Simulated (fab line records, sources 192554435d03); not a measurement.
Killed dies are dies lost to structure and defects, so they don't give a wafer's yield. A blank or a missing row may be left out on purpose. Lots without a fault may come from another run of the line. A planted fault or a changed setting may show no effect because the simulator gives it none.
Chamber matching | flow n5_finfet | N5_BEOL_M11_ETCH_62 on rie_diel-02: 4 sister chambers
The step etches SOC in N2/H2, target depth 110 nm, overetch 22 nm, time 165 s. 7 wafers are shown with their chamber, then 8 later ones without.

WAFERS WITH THEIR CHAMBER
wafer  | chamber | throttle_valve_pct (%) | drypump_motor_current_A (A)
L077.1 | 2       | 17.36                  | 5.0
L082.2 | 3       | 18.06                  | 5.5
L082.6 | 1       | 18.21                  | 5.7
L083.1 | 0       | 18.11                  | 5.2
L083.2 | 2       | 17.38                  | 5.0
L083.4 | 1       | 18.23                  | 5.6
L087.2 | 0       | 18.10                  | 5.2

WAFERS WITHOUT THEIR CHAMBER
wafer  | throttle_valve_pct (%) | drypump_motor_current_A (A)
L087.4 | 17.40                  | 5.0
L087.6 | 18.11                  | 5.2
L093.2 | 17.40                  | 5.0
L093.4 | 18.24                  | 5.7
L093.6 | 17.41                  | 5.0
L097.1 | 18.25                  | 5.6
L097.4 | 17.42                  | 5.0
L097.5 | 18.09                  | 5.5

WHICH CHAMBER EACH WENT THROUGH
wafer  | from the rows above | in truth
L087.4 | 2                   | 2
L087.6 | 0                   | 0
L093.2 | 2                   | 2
L093.4 | 1                   | 1
L093.6 | 2                   | 2
L097.1 | 1                   | 1
L097.4 | 2                   | 2
L097.5 | 3                   | 3
Placed correctly: 8 of 8. Can't be placed from these rows: 0. Placed wrongly: 0.
How it was worked out, from the rows above alone: a wafer's distance from a chamber is the root of the sum, over the readings, of the square of ((its reading less the chamber's mean) divided by the reading's scatter). The wafer belongs to the nearest chamber; if the next one is less than 2 further off, it can't be placed. A chamber's mean is the mean of its shown wafers. The scatter: the root of (the sum of the squares of (reading less its chamber's mean) over the shown wafers, divided by (wafers less chambers)).
